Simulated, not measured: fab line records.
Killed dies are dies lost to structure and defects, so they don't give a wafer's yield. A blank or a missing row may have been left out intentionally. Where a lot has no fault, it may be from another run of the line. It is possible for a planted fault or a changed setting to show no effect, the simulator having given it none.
Chamber matching | flow n5_finfet | rie_diel-01 running N5_FIN_CUT_STRIP_24: 4 sister chambers
The step strips in CF4. 18 wafers are shown with their chamber, then 9 later ones without.

WAFERS PAIRED WITH THEIR CHAMBERS
wafer  | chamber | showerhead_plenum_p_Torr (Torr) | drypump_motor_current_A (A) | throttle_valve_pct (%)
L076.2 | 1       | 1.87                            | 5.95                        | 13.34
L076.5 | 2       | 1.81                            | 5.74                        | 13.20
L076.6 | 3       | 1.68                            | 5.50                        | 13.68
L078.2 | 2       | 1.81                            | 5.73                        | 13.20
L078.5 | 0       | 1.83                            | 5.68                        | 13.12
L078.6 | 1       | 1.87                            | 5.95                        | 13.34
L082.2 | 3       | 1.68                            | 5.53                        | 13.68
L082.3 | 1       | 1.87                            | 5.95                        | 13.36
L082.4 | 0       | 1.82                            | 5.69                        | 13.15
L083.1 | 2       | 1.81                            | 5.75                        | 13.22
L083.5 | 1       | 1.87                            | 5.95                        | 13.35
L083.6 | 2       | 1.81                            | 5.72                        | 13.21
L089.2 | 0       | 1.82                            | 5.71                        | 13.18
L089.5 | 1       | 1.87                            | 5.97                        | 13.41
L089.6 | 0       | 1.82                            | 5.73                        | 13.19
L091.2 | 2       | 1.80                            | 5.74                        | 13.25
L091.5 | 3       | 1.67                            | 5.54                        | 13.71
L091.6 | 0       | 1.82                            | 5.69                        | 13.19

SIGNATURES, as means of the wafers listed above
reading                  | chamber 0 | chamber 1 | chamber 2 | chamber 3 | scatter within a chamber
showerhead_plenum_p_Torr | 1.8220    | 1.8700    | 1.8080    | 1.6767    | 0.00402
drypump_motor_current_A  | 5.7000    | 5.9540    | 5.7360    | 5.5233    | 0.0154
throttle_valve_pct       | 13.1660   | 13.3600   | 13.2160   | 13.6900   | 0.026
Rule: a wafer lies at a distance from a chamber equal to the root of the sum of squares, over the readings, of (its reading less the chamber's mean, divided by the reading's scatter). If the next closest chamber is less than 2 further off than the closest, the wafer can't be placed; otherwise it belongs to the closest. The scatter: take each reading less its chamber's mean, square it, sum over the shown wafers, divide by the number of wafers less the number of chambers, and take the root.

WAFERS MISSING THEIR CHAMBER
wafer  | showerhead_plenum_p_Torr (Torr) | drypump_motor_current_A (A) | throttle_valve_pct (%)
L093.1 | 1.82                            | 5.67                        | 13.21
L093.3 | 1.80                            | 5.72                        | 13.25
L093.6 | 1.80                            | 5.74                        | 13.26
L094.2 | 1.80                            | 5.73                        | 13.27
L094.4 | 1.67                            | 5.55                        | 13.75
L094.5 | 1.67                            | 5.54                        | 13.71
L097.4 | 1.67                            | 5.54                        | 13.74
L097.5 | 1.80                            | 5.71                        | 13.28
L097.6 | 1.86                            | 5.96                        | 13.42

WHICH CHAMBER EACH ONE RAN IN
wafer  | from the rows above | in truth
L093.1 | 0                   | 0
L093.3 | 2                   | 2
L093.6 | 2                   | 2
L094.2 | 2                   | 2
L094.4 | 3                   | 3
L094.5 | 3                   | 3
L097.4 | 3                   | 3
L097.5 | 2                   | 2
L097.6 | 1                   | 1
Placed correctly: 9 of 9. Not placeable from these rows: 0. Wrongly placed: 0.
